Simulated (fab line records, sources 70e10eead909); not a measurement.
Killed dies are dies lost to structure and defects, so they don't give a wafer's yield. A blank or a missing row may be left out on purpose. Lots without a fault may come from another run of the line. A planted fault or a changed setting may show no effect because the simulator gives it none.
fab line records | flow nand_harc
record lots=6 wafers=18 last_day=33
route steps=1302 shown A_BLC@1118 A_M0@1137 END@1302
lots that met no fault: from a run of the same line without faults
start_h: hours from the record's first day to the start of the lot's first wafer shown | wait_h: hours since the lot's step before | " the same as in the row above | L1.1+2: a row that stands for several wafers | - no value, or no start given | * or withheld: withheld | < > ~ a bound
route shown NAME@n: a module of which the file shows steps, and the number in the route of the first | usual: mean/standard deviation of fault-free wafers | same: alike in all rows | chamber/n: place in a boat | sites: the reading at each site | _std_site: their standard deviation | _edge_site: outer sites' mean less inner sites' | radius_mm: how far each site lies from the wafer's centre | mask NAME#n: copy n | behind: the tool/chamber that last shaped the wafer | hold: why the lot was held/for how many hours/how that ended | device: the transistor (n, p or np) that didn't switch | end of line: the same wafers' tests at the end of the route | a step without rows: its recipe alone | killed: dies lost to structure and defects at the first sort, not the wafer's yield | map: a wafer's dies, x killed, . not, _ none there
set.NAME: the setting as run; set.NAME@STEP: as run at that earlier step | model.NAME: the simulator's own value behind a step, which no gauge read
lots at some steps of the route; a table a step, a row a wafer
services: from which hour (start_h, from the record's first day; less than 0 if before it) a tool's chamber was out of use, for how many hours, and why
## steps
# step NHARC_A_BLC_OVL_MEAS_11
# usual overlay_x_nm=0.0/0.79 overlay_y_nm=-0.1/0.84
# columns lot.wafer tool chamber start_h wait_h overlay_x_nm overlay_y_nm
L898.1 overlay-01 - 523.08 - 0.2 1.4
L898.2 " - " " 0.6 1.1
L898.5 " - " " 0.7 0.6
L899.1 overlay-01 - 588.81 - 0.3 0.2
L899.2 " - " " -0.1 0.1
L899.3 " - " " 0.1 0.1
L909.2 overlay-01 - 663.81 - -0.9 -0.4
L909.3 " - " " -1.1 0.0
L909.4 " - " " -0.7 0.8
L911.1 overlay-02 - 666.13 - 0.6 0.0
L911.4 " - " " 0.5 -0.2
L911.6 " - " " 0.7 0.3
L917.1 overlay-01 - 739.16 - -0.3 -1.5
L917.2 " - " " 0.0 -1.1
L917.4 " - " " -0.3 -1.6
L918.3 overlay-02 - 740.74 - 0.3 0.6
L918.4 " - " " 0.2 0.4
L918.6 " - " " 0.1 0.6
# step NHARC_A_BLC_INSPECT_12
# usual raw_defect_count=82/42
# columns lot.wafer tool chamber start_h wait_h raw_defect_count
L898.1 defect_inspect-01 - 523.12 0.0 67
L898.2 " - " " 57
L898.5 " - " " 76
L899.1 defect_inspect-02 - 588.85 0.0 30
L899.2 " - " " 37
L899.3 " - " " 15
L909.2 defect_inspect-02 - 663.84 0.0 84
L909.3 " - " " 75
L909.4 " - " " 74
L911.1 defect_inspect-01 - 666.17 0.0 98
L911.4 " - " " 89
L911.6 " - " " 81
L917.1 defect_inspect-02 - 739.20 0.0 102
L917.2 " - " " 128
L917.4 " - " " 117
L918.3 defect_inspect-01 - 740.78 0.0 18
L918.4 " - " " 23
L918.6 " - " " 16
# step NHARC_A_BLC_DESCUM_15
# recipe time_s=3 o2_flow_sccm=200 ar_flow_sccm=0 bias_power_w=0 chemistry=O2
# step NHARC_A_BLC_ETCH_16
# recipe target_depth_a=390 over_etch_frac=0.3 time_s=65 ion_energy_ev=80 cf4_flow_sccm=150 ar_flow_sccm=0 rf_w=300 bias_w=100 chemistry=CF4
# step NHARC_A_BLC_ETCH_17
# recipe target_depth_a=3900 over_etch_frac=0.25 time_s=609.38 ion_energy_ev=200 n2_flow_sccm=150 h2_flow_sccm=150 ar_flow_sccm=0 rf_w=400 bias_w=150 chemistry=N2/H2
# step NHARC_A_BLC_ETCH_18
# recipe target_depth_a=9100 c4f8_flow_sccm=20 o2_flow_sccm=10 ar_flow_sccm=withheld rf_w=600 bias_w=1500 chemistry=C4F8/O2/Ar
# usual bias_w=1501/4.1 oes_product_au=0.952/0.026 rf_fwd_power_W=598.8/1.8 rf_vpp_V=978/5.3
# columns lot.wafer tool chamber start_h wait_h bias_w oes_product_au rf_fwd_power_W rf_hours_counter_h rf_vpp_V
L898.1 rie_diel-04 1 - - 1501 0.949 600.0 13 980
L898.2 " 2 " " 1500 0.954 600.0 12 980
L898.5 " 3 " " 1506 0.971 599.1 - 972
L899.2 rie_diel-10 3 - - 1503 0.909 598.0 10 974
L899.3 " 0 " " 1493 0.921 599.5 9 975
L899.1 " 1 " " 1495 0.925 598.8 9 975
L909.3 rie_diel-10 2 - - 1504 0.953 598.1 4 988
L909.2 " 3 " " 1499 0.950 598.0 4 973
L909.4 " 0 " " 1492 0.984 596.6 4 977
L911.1 rie_diel-10 0 - - 1508 0.958 599.6 4 978
L911.4 " 2 " " 1499 0.978 601.1 5 989
L911.6 " 3 " " 1507 0.963 600.3 - 975
L917.4 rie_diel-04 3 - - 1498 0.982 599.1 2 971
L917.2 " 0 " " 1501 0.989 597.0 1 979
L917.1 " 1 " " 1500 0.954 601.0 1 982
L918.3 rie_diel-10 0 - - 1505 0.918 598.0 11 976
L918.4 " 1 " " 1500 0.918 598.8 11 975
L918.6 " 1 " " 1502 0.918 594.3 - 975
# step NHARC_A_BLC_CD_MEAS_19
# usual cd_nm=102/3.4
# columns lot.wafer tool chamber start_h wait_h cd_nm
L898.1 cd_sem-02 - 524.15 - 108
L898.2 " - " " 106
L898.5 " - " " 106
L899.1 cd_sem-02 - 589.87 - 104
L899.2 " - " " 100
L899.3 " - " " 97
L909.2 cd_sem-01 - 664.88 - 109
L909.3 " - " " 103
L909.4 " - " " 101
L911.1 cd_sem-01 - 667.21 - 103
L911.4 " - " " 107
L911.6 " - " " 108
L917.1 cd_sem-03 - 740.23 - 100
L917.2 " - " " 100
L917.4 " - " " 100
L918.3 cd_sem-03 - 741.82 - 102
L918.4 " - " " 102
L918.6 " - " " 102
# step NHARC_A_BLC_STRIP_29
# recipe cf4_flow_sccm=150 ar_flow_sccm=0 bias_w=0 chemistry=CF4
# step NHARC_A_BLC_STRIP_21
# recipe o2_flow_sccm=500 ar_flow_sccm=0 bias_w=0 chemistry=O2
# step NHARC_A_BLC_STRIP_22
# recipe time_s=600 temp_c=30 chemistry=post_etch_residue_remover
# step NHARC_A_BLC_DEGAS_30
# recipe temp_c=300 time_s=60
# step NHARC_A_BLC_PRE_CLEAN_31
# recipe time_s=15 bias_v=250 gas=Ar
# step NHARC_A_BLC_PVD_32
# recipe target_thk_a=50 chamber_pressure_pa=5 power_w=5000 substrate_temp_c=200 time_s=17.7 material=Ti
# usual cathode_dc_power_W=4999.9/0.87 throttle_valve_pct=29.7/0.78
# columns lot.wafer tool chamber start_h wait_h cathode_dc_power_W throttle_valve_pct
L898.1 pvd_sputter-02 - 524.87 - 5000.5 29.3
L898.2 " - " " 4999.0 29.1
L898.5 " - " " 5000.0 29.4
L899.3 pvd_sputter-01 - 590.61 - 5000.1 30.0
L899.2 " - " " 4999.5 32.2
L899.1 " - " " 5000.7 29.6
L909.4 pvd_sputter-02 - 665.62 - 5000.4 29.2
L909.2 " - " " 5000.0 30.7
L909.3 " - " " 4999.8 28.2
L911.1 pvd_sputter-02 - 667.93 - 4999.8 29.5
L911.4 " - " " 5000.3 29.1
L911.6 " - " " 5001.1 28.8
L917.2 pvd_sputter-03 - 740.95 - 4998.4 30.2
L917.1 " - " " 5000.5 29.4
L917.4 " - " " 5000.0 30.5
L918.3 pvd_sputter-03 - 742.54 - 5001.4 30.4
L918.4 " - " " 4999.6 30.0
L918.6 " - " " 4999.6 30.1
# step NHARC_A_BLC_ALD_23
# recipe target_thk_a=30 pulse_time_s=1 ald_cycles=150 temp_c=450 material=TiN
# step NHARC_A_BLC_CVD_24
# recipe target_thk_a=1500 temp_c=300 pressure_torr=40 wf6_flow_sccm=40 h2_flow_sccm=1600 ar_flow_sccm=1560 time_s=434 material=W
# usual heater_power_w=490/35 throttle_valve_pct=7.9/0.36
# columns lot.wafer tool chamber start_h wait_h heater_power_w throttle_valve_pct
L898.1 cvd_w-02 0 - - 449 8.2
L898.2 " 1 " " 537 7.6
L898.5 " 0 " " 438 8.3
L899.2 cvd_w-02 1 - - 530 7.7
L899.1 " 0 " " 455 8.0
L899.3 " 1 " " 544 7.8
L909.2 cvd_w-02 0 - - 443 8.3
L909.3 " 1 " " 540 7.9
L909.4 " 0 " " 444 8.2
L911.1 cvd_w-02 0 - - 437 8.3
L911.4 " 1 " " 530 7.7
L911.6 " 1 " " 539 7.7
L917.2 cvd_w-01 1 - - 513 7.3
L917.1 " 0 " " 478 8.0
L917.4 " 1 " " 504 7.5
L918.4 cvd_w-01 1 - - 505 7.2
L918.3 " 0 " " 469 8.2
L918.6 " 0 " " 486 7.9
# step NHARC_A_BLC_CMP_25
# recipe t_overpolish_s=30 target_thk_nm=150
# step NHARC_A_BLC_SRD_27
# step NHARC_A_M0_DEP_00
# recipe target_thk_a=1500 target_thk_nm=150 temp_c=withheld pressure_torr=5 flow_sccm=200 rf_w=600 material=SiOC
# step NHARC_A_M0_DEHYDRATE_01
# recipe temp_c=150 time_s=120
# step NHARC_A_M0_HMDS_02
# recipe time_s=30
# step NHARC_A_M0_COAT_33
# recipe temp_c=200 time_s=65
# step NHARC_A_M0_COAT_03
# recipe spin_rpm=1500 resist_thk_nm=90
# step NHARC_A_M0_SOFTBAKE_04
# recipe temp_c=105 time_s=55
# step NHARC_A_M0_EBR_05
# step NHARC_A_M0_EXPOSE_06
# recipe na=1.35 target_cd_nm=80 dose_mj=83.25 mask_id=A_M0
# step NHARC_A_M0_PEB_07
# recipe peb_temp_c=100 peb_time_s=65
# step NHARC_A_M0_DEVELOP_08
# recipe develop_time_s=35 dev_temp_c=23
# step NHARC_A_M0_CD_MEAS_09
# recipe target_cd_nm=80 landing_energy_ev=500
# usual cd_nm=79.8/0.99
# columns lot.wafer tool chamber start_h wait_h cd_nm
L898.1 cd_sem-02 0 527.02 - 79.0
L898.2 " 0 " " 79.3
L898.5 " 0 " " 79.8
L899.1 cd_sem-01 0 592.63 - 79.2
L899.2 " 0 " " 80.7
L899.3 " 0 " " 80.5
L909.2 cd_sem-01 0 667.76 - 78.9
L909.3 " 0 " " 79.6
L909.4 " 0 " " 80.9
L911.1 cd_sem-02 0 669.96 - 80.0
L911.4 " 0 " " 80.4
L911.6 " 0 " " 79.2
L917.1 cd_sem-01 0 743.11 - 78.9
L917.2 " 0 " " 80.4
L917.4 " 0 " " 80.3
L918.3 cd_sem-03 0 744.70 - 78.5
L918.4 " 0 " " 79.1
L918.6 " 0 " " 80.7
# step NHARC_A_M0_OVL_MEAS_10
# recipe pitch_nm=160
# usual overlay_x_nm=0.0/0.74 overlay_y_nm=-0.1/0.91
# columns lot.wafer tool chamber start_h wait_h overlay_x_nm overlay_y_nm
L898.1 overlay-01 - 527.11 - 0.8 -0.7
L898.2 " - " " 0.4 -0.1
L898.5 " - " " 0.1 -0.3
L899.1 overlay-02 - 592.72 - 0.1 1.6
L899.2 " - " " 0.8 0.9
L899.3 " - " " 0.4 1.0
L909.2 overlay-02 - 667.85 - -0.5 0.1
L909.3 " - " " -0.4 0.3
L909.4 " - " " -0.4 -0.3
L911.1 overlay-02 - 670.05 - -0.6 0.3
L911.4 " - " " -0.2 0.3
L911.6 " - " " -0.5 0.1
L917.1 overlay-01 - 743.20 - 0.5 0.0
L917.2 " - " " 0.5 -0.4
L917.4 " - " " 0.8 -0.7
L918.3 overlay-02 - 744.79 - 0.8 0.7
L918.4 " - " " -0.1 0.7
L918.6 " - " " -0.2 0.4
# step NHARC_A_M0_DESCUM_14
# recipe time_s=3 o2_flow_sccm=200 ar_flow_sccm=0 bias_power_w=0 chemistry=O2
# usual drypump_motor_current_A=5.5/0.46 oes_product_au=0.998/0.011 rf_vpp_V=57.6/0.9 showerhead_plenum_p_Torr=1.88/0.088 throttle_valve_pct=11.310/0.0089
# same bias_power_w=0
# columns lot.wafer tool chamber start_h wait_h drypump_motor_current_A oes_product_au rf_hours_counter_h rf_vpp_V showerhead_plenum_p_Torr throttle_valve_pct
L898.1 rie_diel-08 3 527.22 0.1 6.1 1.013 8.7 57.8 1.94 11.294
L898.2 " 0 " " 5.9 0.996 8.5 56.6 1.81 11.314
L898.5 " 2 " " 5.4 0.998 - 57.4 1.78 11.315
L899.3 rie_diel-09 2 592.82 0.1 6.2 1.001 3.1 57.2 1.78 11.307
L899.2 " 3 " " 5.6 1.012 4.0 57.7 1.97 11.298
L899.1 " 1 " " 5.8 1.013 3.9 56.5 1.98 11.301
L909.4 rie_diel-08 1 667.95 0.1 4.9 0.988 8.4 58.1 1.82 11.312
L909.3 " 2 " " 5.4 1.000 7.3 56.5 1.78 11.311
L909.2 " 3 " " 6.1 0.989 7.9 58.7 1.94 11.320
L911.1 rie_diel-09 1 670.17 0.1 5.8 0.995 7.7 59.4 1.98 11.312
L911.6 " 0 " " 5.0 0.987 - 57.4 1.81 11.320
L911.4 " 1 " " 5.8 0.987 - 58.9 1.98 11.311
L917.1 rie_diel-09 1 743.30 0.1 5.8 1.010 3.3 58.5 1.98 11.312
L917.4 " 2 " " 6.3 0.983 3.0 57.2 1.78 11.318
L917.2 " 0 " " 5.0 1.001 3.4 57.4 1.81 11.307
L918.3 rie_diel-08 1 744.88 0.1 4.9 1.000 0.6 55.9 1.82 11.308
L918.4 " 3 " " 6.0 1.009 1.0 57.6 1.93 11.308
L918.6 " 2 " " 5.4 1.000 - 58.6 1.78 11.306
# step NHARC_A_M0_ETCH_34
# recipe target_depth_a=400 overetch_a=120 time_s=43.94 ion_energy_ev=200 n2_flow_sccm=150 h2_flow_sccm=150 ar_flow_sccm=0 rf_w=400 bias_w=150 chemistry=N2/H2
# step NHARC_A_M0_ETCH_15
# recipe target_depth_a=1500 overetch_a=150 time_s=82.5 c4f8_flow_sccm=withheld ar_flow_sccm=400 rf_w=600 bias_w=300 chemistry=C4F8/Ar
# step NHARC_A_M0_CD_MEAS_16
# usual cd_nm=79.8/1.2
# columns lot.wafer tool chamber start_h wait_h cd_nm
L898.1 cd_sem-02 - 527.51 - 80.0
L898.2 " - " " 78.9
L898.5 " - " " 79.5
L899.1 cd_sem-03 - 593.12 - 78.6
L899.2 " - " " 80.1
L899.3 " - " " 81.9
L909.2 cd_sem-02 - 668.25 - 78.4
L909.3 " - " " 80.6
L909.4 " - " " 80.8
L911.1 cd_sem-02 - 670.49 - 79.7
L911.4 " - " " 79.7
L911.6 " - " " 80.8
L917.1 cd_sem-02 - 743.60 - 79.9
L917.2 " - " " 80.9
L917.4 " - " " 81.0
L918.3 cd_sem-01 - 745.19 - 79.3
L918.4 " - " " 78.7
L918.6 " - " " 79.4
# step NHARC_A_M0_STRIP_18
# recipe power_w=1000 n2_flow_sccm=150 h2_flow_sccm=150 ar_flow_sccm=0 bias_w=0 chemistry=N2/H2
# step NHARC_A_M0_STRIP_19
# recipe time_s=600 temp_c=30 chemistry=post_etch_residue_remover
# step NHARC_A_M0_DEGAS_28
# recipe temp_c=250 time_s=60
# usual heater_power_w=323/23
# columns lot.wafer tool chamber start_h wait_h heater_power_w
L898.1 pvd_sputter-01 - 528.13 - 276
L898.2 " - " " 323
L898.5 " - " " 276
L899.1 pvd_sputter-02 - 593.73 - 300
L899.3 " - " " 334
L899.2 " - " " 332
L909.4 pvd_sputter-01 - 668.91 - 324
L909.3 " - " " 323
L909.2 " - " " 363
L911.4 pvd_sputter-03 - 671.17 - 302
L911.1 " - " " 333
L911.6 " - " " 301
L917.4 pvd_sputter-01 - 744.27 - 300
L917.1 " - " " 320
L917.2 " - " " 318
L918.4 pvd_sputter-01 - 745.80 - 331
L918.3 " - " " 377
L918.6 " - " " 313
# step NHARC_A_M0_PRE_CLEAN_29
# recipe time_s=30 temp_c=280 gas=H2/He
# step NHARC_A_M0_PVD_20
# recipe target_thk_a=50 bias_v=168.6 power_w=15000 chamber_pressure_pa=0.12 time_s=8.06 substrate_temp_c=50 material=TaN
# step NHARC_A_M0_PVD_21
# recipe target_thk_a=300 chamber_pressure_pa=5 power_w=5000 substrate_temp_c=30 time_s=20.49 material=Cu
# usual cathode_dc_power_W=5000.0/0.88 throttle_valve_pct=29.8/0.93
# columns lot.wafer tool chamber start_h wait_h cathode_dc_power_W throttle_valve_pct
L898.1 pvd_sputter-01 - - - 5001.2 32.4
L898.2 " - " " 4999.8 28.7
L898.5 " - " " 4999.5 32.0
L899.2 pvd_sputter-02 - - - 5000.3 29.0
L899.1 " - " " 4999.6 29.3
L899.3 " - " " 5001.7 29.6
L909.4 pvd_sputter-01 - - - 4999.6 28.8
L909.3 " - " " 4999.5 29.9
L909.2 " - " " 4999.5 32.0
L911.4 pvd_sputter-03 - - - 4998.4 30.5
L911.1 " - " " 5000.6 30.5
L911.6 " - " " 4999.9 29.9
L917.1 pvd_sputter-01 - - - 5001.2 32.1
L917.2 " - " " 4999.3 29.0
L917.4 " - " " 5000.0 29.8
L918.4 pvd_sputter-01 - - - 4998.9 30.1
L918.3 " - " " 4999.6 29.0
L918.6 " - " " 4999.6 30.1
# step NHARC_END_SORT_01
# recipe temp_c=25
# usual killed_at_array=54/21 killed_at_other=0.9/1.1 killed_at_periphery=3.5/2.5 killed_dies=58/21 killed_open=3.3/1.9 killed_short=2.6/1.8
# same gross_dies=677
# columns lot.wafer tool chamber start_h wait_h killed_at_array killed_at_other killed_at_periphery killed_dies killed_open killed_short
L909.2 prober-01 0 706.28 2.8 101 0 0 101 2 1
L909.3 prober-01 0 707.09 3.1 125 1 4 130 4 3
L909.4 prober-01 0 707.89 3.4 139 4 1 144 1 2
L911.1 prober-01 0 713.27 2.5 82 1 6 89 4 0
L911.4 prober-01 0 715.65 3.4 126 1 5 132 4 0
L911.6 prober-01 0 717.24 4.0 131 4 11 146 0 2
L918.3 prober-02 0 787.64 3.1 18 5 4 27 2 2
L918.4 prober-02 0 788.42 3.3 25 2 2 29 4 2
L918.6 prober-02 0 789.99 3.9 18 0 0 18 0 2
# killed by level:class
L909.2 A_BLC:unspecified=43 A_CHANNEL_HOLE_D1:chamber_film_flake=35 A_CONTACT:chamber_film_flake=6 A_ZERO_WELL:chamber_film_flake=3 A_CHANNEL_FILL_D2:chamber_film_flake=3 A_WL_FILL:chamber_film_flake=3 A_CHANNEL_FILL_D1:geometric_particle:open=2 A_STAIRCASE:chamber_film_flake=2
L909.3 A_BLC:unspecified=90 A_CHANNEL_HOLE_D1:chamber_film_flake=15 P_M1:chamber_film_flake=3 A_CHANNEL_FILL_D2:chamber_film_flake=3 A_CONTACT:chamber_film_flake=3 A_M0:geometric_particle:open=2 A_SLIT:chamber_film_flake=2 A_WL_FILL:chamber_film_flake=2
L909.4 A_BLC:unspecified=93 A_CHANNEL_HOLE_D1:chamber_film_flake=25 A_CONTACT:chamber_film_flake=6 A_ZERO_WELL:chamber_film_flake=5 A_SLIT:chamber_film_flake=5 THIN_TSV:chamber_film_flake=3 A_CHANNEL_FILL_D1:geometric_particle:short=2 A_WL_FILL:chamber_film_flake=2
L911.1 A_BLC:unspecified=52 A_SLIT:chamber_film_flake=14 A_CHANNEL_HOLE_D2:chamber_film_flake=8 P_GATE:chamber_film_flake=3 A_CONTACT:chamber_film_flake=3 A_BLC:geometric_particle:open=2 P_BONDPAD:chamber_film_flake=2 P_M1:geometric_particle:open=1
L911.4 A_BLC:unspecified=78 A_SLIT:chamber_film_flake=22 A_CHANNEL_HOLE_D2:chamber_film_flake=7 A_CHANNEL_HOLE_D1:chamber_film_flake=6 A_STAIRCASE:chamber_film_flake=3 P_CONTACT:geometric_particle:open=2 A_ZERO_WELL:chamber_film_flake=2 A_CHANNEL_FILL_D2:chamber_film_flake=2
L911.6 A_BLC:unspecified=91 A_SLIT:chamber_film_flake=19 A_CHANNEL_HOLE_D1:chamber_film_flake=9 A_CHANNEL_HOLE_D2:chamber_film_flake=6 THIN_TSV:chamber_film_flake=4 P_ZERO_WELL:chamber_film_flake=3 P_GATE:chamber_film_flake=3 P_BONDPAD:chamber_film_flake=3
L918.3 A_SLIT:chamber_film_flake=10 THIN_TSV:chamber_film_flake=5 P_ZERO_WELL:chamber_film_flake=2 A_CHANNEL_FILL_D2:chamber_film_flake=2 P_CONTACT:geometric_particle:open=1 A_CHANNEL_FILL_D1:geometric_particle:short=1 A_CONTACT:geometric_particle:open=1 A_M1:geometric_particle:short=1
L918.4 A_SLIT:chamber_film_flake=10 A_M0:geometric_particle:open=2 P_STI:chamber_film_flake=2 A_CHANNEL_HOLE_D1:chamber_film_flake=2 A_CHANNEL_HOLE_D2:chamber_film_flake=2 A_CONTACT:chamber_film_flake=2 THIN_TSV:chamber_film_flake=2 A_ONON_D2:geometric_particle:short=1
L918.6 A_SLIT:chamber_film_flake=9 A_CHANNEL_FILL_D2:chamber_film_flake=3 A_CHANNEL_FILL_D2:geometric_particle:short=2 A_M0:chamber_film_flake=2 A_STAIRCASE:chamber_film_flake=1 A_CONTACT:chamber_film_flake=1
# map L909.4 (x killed, . not)
____________.____________
_________......._________
_______..........._______
______........x....______
_____...........xx.._____
____..............x..____
____........xxxxxxx.x____
___...........xxx.x.xx___
___............xxxxxx.___
__...x.........x.xx....__
__....x.......x..xxx...__
_...xxxxx....x..x.x....._
_...xxxx...x....xx.x...._
_.xxxxxxx..............._
_..xxxxxxx..x..........._
_..xxxxxxxx........x...._
x.xxxxxxxx...............
xxxxxxxxxxxxx............
.xxxxxxxxxx.....x........
...xxxxxxx..x............
...xxxxxxxx..............
_..xxxxxxx.............._
_..xxxxx................_
_...xxxxx..............._
_......................._
_...x..................._
__.....................__
__........x............__
___...................___
___.........x.........___
____.....x...........____
____.................____
_____..............._____
______.............______
_______...x......._______
_________......._________
____________.____________
# map L911.6 (x killed, . not)
____________x____________
_________xxxxx.x_________
_______..xxxxxx.x._______
______....xxxx.....______
_____.....xxxx..x..._____
____......xx.........____
____........x........____
___...................___
___............x......___
__...x............x....__
__x..x..x..............__
_.....x......x.........._
_....xxxx......x........_
_..xxxxxxx......x......._
_..xxxxxxxx....x..x....._
_.xxxxxxxx.........x..x._
.xxxxxxxxx..xx.......x...
...xxxxxxxx..............
..xxxxxxxxx..............
..xxxxxxxxx..............
.xxxxxxxxx...............
_.xxxxxxx..............._
_..xxxxxx.x............._
_.xx.xxx................_
_.x.x..................._
_..x...................._
__xx.x.x...............__
__.....................__
___..x..............x.___
___...................___
____.x...............____
____...........x.....____
_____..............._____
______.....x.......______
_______......x...._______
_________......._________
____________.____________
## services
# columns tool chamber start_h hours kind
rie_diel-04 1 512.98 1.3 repair
pvd_sputter-03 - 524.24 2.4 repair
rie_diel-04 - 531.90 9.0 pm
pvd_sputter-03 - 538.51 59.4 repair
rie_diel-08 - 544.80 9.0 pm
rie_diel-10 1 546.39 1.7 repair
pvd_sputter-02 - 553.71 21.4 repair
rie_diel-08 1 567.26 8.4 repair
rie_diel-09 2 574.61 14.1 repair
rie_diel-10 - 596.50 9.0 pm
pvd_sputter-01 - 598.32 10.0 pm
rie_diel-08 2 612.46 20.7 repair
rie_diel-09 2 616.52 14.2 repair
pvd_sputter-01 - 630.80 2.8 repair
cvd_w-02 - 631.00 13.0 pm
pvd_sputter-02 - 638.00 10.0 pm
rie_diel-09 1 650.24 4.6 repair
pvd_sputter-01 - 655.97 2.6 repair
rie_diel-09 3 662.59 11.6 repair
rie_diel-09 - 674.16 9.0 pm
pvd_sputter-03 - 675.90 1.4 repair
pvd_sputter-01 - 699.70 1.2 repair
pvd_sputter-03 - 704.64 10.0 pm
rie_diel-08 - 721.80 9.0 pm
## key
first_sign step=NHARC_END_SORT_01 reading=killed_dies direction=up sigmas=3.1 usual=58 struck=124 wafers_moved=5
effect step=NHARC_END_SORT_01 reading=killed_at_array direction=up sigmas=3 usual=54 struck=117
more_kills_born_at NHARC_A_BLC_PVD_32@pvd_sputter-02=447
met_at NHARC_A_BLC_PVD_32
struck_wafers L909.2,L909.3,L909.4,L911.1,L911.4,L911.6
tester_left_out L909,L911
onset_between 524.87 665.62
also_fits NHARC_A_BLC_CVD_24:cvd_w-02
fault kind=chamber_particle_source tool=pvd_sputter-02 chamber=- onset_h=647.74 steps=NHARC_A_BLC_PVD_32 rate_per_visit_cm2=1.0343 end_h=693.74
# tester_left_out: of these lots the tester's yield and bins aren't shown, on N5 and GAA mostly nor the transistor test; their killed dies are dies lost to structure and defects alone, not to doping, threshold or leakage, so they don't give the yield
